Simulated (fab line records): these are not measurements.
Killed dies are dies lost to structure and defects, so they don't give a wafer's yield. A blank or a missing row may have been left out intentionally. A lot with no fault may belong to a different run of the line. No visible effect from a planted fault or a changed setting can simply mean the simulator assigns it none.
Chamber matching	flow nand_harc	NHARC_A_BLC_ALD_23 on ald_metal-03 has 4 sister chambers
The step deposits TiN, target thk 3 nm, pulse time 1 s, ald cycles 150. 7 wafers are shown with their chamber, then 9 later ones without.

== WAFERS, EACH WITH ITS CHAMBER ==
wafer	chamber	heater_power_w (W)	precursor_pulse_height_rel
L084.1	3	1081	1.015
L088.1	2	1320	1.007
L088.4	3	1019	0.977
L088.5	0	1041	1.023
L093.3	0	1046	0.964
L093.5	1	1131	0.995
L093.6	2	1351	1.035

== WAFERS WITH NO CHAMBER GIVEN ==
wafer	heater_power_w (W)	precursor_pulse_height_rel
L096.1	1056	1.011
L096.2	1147	1.001
L096.3	1043	0.992
L096.4	1365	0.968
L096.5	1064	0.978
L096.6	1028	1.028
L095.1	1291	1.017
L095.2	1117	1.006
L095.5	1095	0.997

== THE CHAMBER EACH PASSED THROUGH ==
wafer	from the rows above	in truth
L096.1	can't be placed: 3 or 0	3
L096.2	1	1
L096.3	can't be placed: 0 or 3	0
L096.4	2	2
L096.5	can't be placed: 3 or 0 or 1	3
L096.6	can't be placed: 0 or 3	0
L095.1	2	2
L095.2	can't be placed: 1 or 3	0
L095.5	can't be placed: 1 or 3 or 0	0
Correct placement for 3 of the 9. Not placeable from these rows: 6 (in 5, the candidates include the true chamber). 0 placed wrongly.
How it was worked out, from the rows above alone: a wafer's distance from a chamber is the root of the sum, over the readings, of the square of ((its reading less the chamber's mean) divided by the reading's scatter). The wafer belongs to the nearest chamber; if the next one is less than 2 further off, it can't be placed. A chamber's mean is the mean of its shown wafers. How the scatter is found: for the shown wafers, subtract from each reading the mean of its chamber, square and add these, divide the total by (wafers less chambers), then take the root.
